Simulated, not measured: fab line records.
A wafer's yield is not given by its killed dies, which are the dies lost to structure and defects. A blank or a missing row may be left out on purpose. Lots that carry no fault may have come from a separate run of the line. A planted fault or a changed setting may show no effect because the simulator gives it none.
A struck lot beside a sound one / flow nand harc / 14 out of 1302 route steps
Sound: wafers L879.1, L879.4, L879.5. Wafers struck: L882.1, L882.2, L882.6. The cause is named last.
Each step with rows lists, per side, the tool, then ch with its chambers, then its first start. Under that, the readings that differ: sound wafers / struck wafers / difference of the means / sigmas: that difference in standard deviations of wafers without a fault.
alike: words and numbers the same on both sides, and readings whose means are apart by under 2 such deviations; not compared: readings that were withheld, readings missing a value for some wafer, numbers with overlapping values and no deviation given by the record, and bounds like >300 which may hide the same value.
A row with sigmas, a row that says differs or no value, or rows on one side alone: a step with any of these is where the two part. Non-overlapping numbers with no deviation appear without sigmas and do not part them. A reading missing from all wafers of one side parts the sides only when that side holds two or more wafers.

first, 8 steps without rows for these wafers: NHARC_P_GATE_DEHYDRATE_18 (time 120 s); NHARC_P_GATE_HMDS_19 (time 30 s); NHARC_P_GATE_COAT_20 (resist thk 90 nm); NHARC_P_GATE_SOFTBAKE_21 (time 55 s); NHARC_P_GATE_EBR_22; NHARC_P_GATE_EXPOSE_23 (exposes mask P GATE, target cd 120 nm); NHARC_P_GATE_PEB_24 (peb time 65 s); NHARC_P_GATE_DEVELOP_25 (develop time 35 s).
NHARC_P_GATE_CD_MEAS_26: the cd target is 120 nm.
  sound on cd sem-01 ch 0, day 7 23:51; struck on cd sem-02 ch 0, day 9 01:52
  alike: cd nm
NHARC_P_GATE_OVL_MEAS_27:
  sound on overlay-02 at day 7 23:56; struck on overlay-01 at day 9 01:58
  alike: overlay x nm, overlay y nm
NHARC_P_GATE_INSPECT_28:
  sound on defect inspect-02 at day 7 23:58; struck on defect inspect-01 at day 9 02:00
reading=raw defect count; sound=9 9 9; struck=2 2 5; difference=-6; sigmas=-2
NHARC_P_GATE_DESCUM_31: chemistry O2, time 3 s.
  sound on rie diel-02 ch 0,2,3, day 8 00:02; struck on rie diel-12 ch 0,1,2, day 9 02:04
  alike: drypump motor current A, o2 flow sccm, oes product au, rf vpp V, showerhead plenum p Torr, throttle valve pct
  not compared: rf hours counter h
NHARC_P_GATE_ETCH_104: etches the open film in CF4/CHF3, target depth 60 nm.
  sound on rie diel-02 ch 1,2,3, day 8 00:08; struck on rie diel-12 ch 0,1,3, day 9 02:09
reading=oes product au (a.u.); sound=0.912 0.919 0.906; struck=1.010 0.969 0.970; difference=+0.071; sigmas=+3
reading=rf fwd power W (W); sound=497.6 488.0 493.0; struck=548.9 551.1 552.8; difference=+58.1; sigmas=+24
  alike: drypump motor current A, rf vpp V, showerhead plenum p Torr, throttle valve pct
NHARC_P_GATE_HM_OPEN_105: chemistry O2/COS, target depth 360 nm.
  sound: rie diel-02 ch 1,2; struck: rie diel-12 ch 0,1,2
  alike: drypump motor current A, o2 flow sccm, oes product au, rf vpp V, showerhead plenum p Torr, throttle valve pct
  not compared: rf hours counter h

WHERE THEY PART
Earliest at NHARC_P_GATE_INSPECT_28; latest, in this record, at NHARC_P_GATE_ETCH_104. Later steps at which nothing parts them and some readings are alike: NHARC_P_GATE_HM_OPEN_105.

WHY: what the simulator had put in
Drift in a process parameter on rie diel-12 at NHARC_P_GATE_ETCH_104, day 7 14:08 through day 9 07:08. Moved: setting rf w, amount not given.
